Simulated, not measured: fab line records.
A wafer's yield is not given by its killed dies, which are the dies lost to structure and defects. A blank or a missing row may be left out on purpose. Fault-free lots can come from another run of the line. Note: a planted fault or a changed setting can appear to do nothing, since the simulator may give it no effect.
Which tool did it? | flow nand_harc | Sampling: 6 lots, 18 wafers, 4 of 1302 route steps

## WHAT THE GAUGES SHOWED, per wafer
NHARC_THIN_TSV_CD_MEAS_37.
lot  | measured     | on        | cd_nm (nm)
L853 | day 24 03:35 | cd_sem-03 | 5007.9 5006.4 4999.5
L854 | day 25 02:18 | cd_sem-01 | 5004.4 5001.8 5000.2
L858 | day 27 01:31 | cd_sem-01 | 4996.0 4999.9 4997.3
L859 | day 27 19:52 | cd_sem-01 | 5001.0 4996.1 5001.8
L867 | day 30 23:30 | cd_sem-01 | 4998.2 4993.5 4996.6
L874 | day 33 11:04 | cd_sem-01 | 4999.4 5001.5 4999.9

## WHICH TOOL RAN EACH LOT (tool, then ch and the chambers of the sampled wafers, then the start)
lot  | NHARC_THIN_TSV_DEP_43           | NHARC_THIN_TSV_PVD_19                   | NHARC_THIN_TSV_PVD_51
L853 | pecvd-02 ch 0,2, day 23 19:31   | pvd_sputter-01, day 23 23:16 or earlier | pvd_sputter-01, day 23 23:16
L854 | pecvd-04 ch 0,2, day 24 18:19   | pvd_sputter-02, day 24 22:07 or earlier | pvd_sputter-02, day 24 22:07
L858 | pecvd-02 ch 0,2, day 26 17:27   | pvd_sputter-01, day 26 21:19 or earlier | pvd_sputter-01, day 26 21:19
L859 | pecvd-02 ch 0,2, day 27 11:47   | pvd_sputter-03, day 27 15:34 or earlier | pvd_sputter-03, day 27 15:34
L867 | pecvd-02 ch 0,1,2, day 30 15:17 | pvd_sputter-02, day 30 19:10 or earlier | pvd_sputter-02, day 30 19:10
L874 | pecvd-04 ch 0,2, day 33 02:36   | pvd_sputter-01, day 33 06:35            | pvd_sputter-01, day 33 06:52
- NHARC_THIN_TSV_DEP_43: deposits SiO2, target thk 1328.5 nm.
- NHARC_THIN_TSV_PVD_19: deposits TaN, target thk 20 nm.
- NHARC_THIN_TSV_PVD_51: deposits Cu, target thk 100 nm.

## THE ANSWER, worked out from the rows above alone
Rule: the lots themselves supply what counts as usual. The widest of any qualifying gaps counts: lots, ordered by their means at a reading, are off when they make up no more than a third of the lots, leave a main group of 4 or more, and stand apart from it by 3 or more times the standard deviation of that group's means. If all means in a main group match to the digits the tables above print for the reading, that group is not used. Also off: a lot with no number at a reading for which 4 or more lots have one. Any other lot the step has rows for is counted as sound.
None of the lots is off at any reading shown; this tells nothing.

## WHAT THE SIMULATOR HAD INSERTED
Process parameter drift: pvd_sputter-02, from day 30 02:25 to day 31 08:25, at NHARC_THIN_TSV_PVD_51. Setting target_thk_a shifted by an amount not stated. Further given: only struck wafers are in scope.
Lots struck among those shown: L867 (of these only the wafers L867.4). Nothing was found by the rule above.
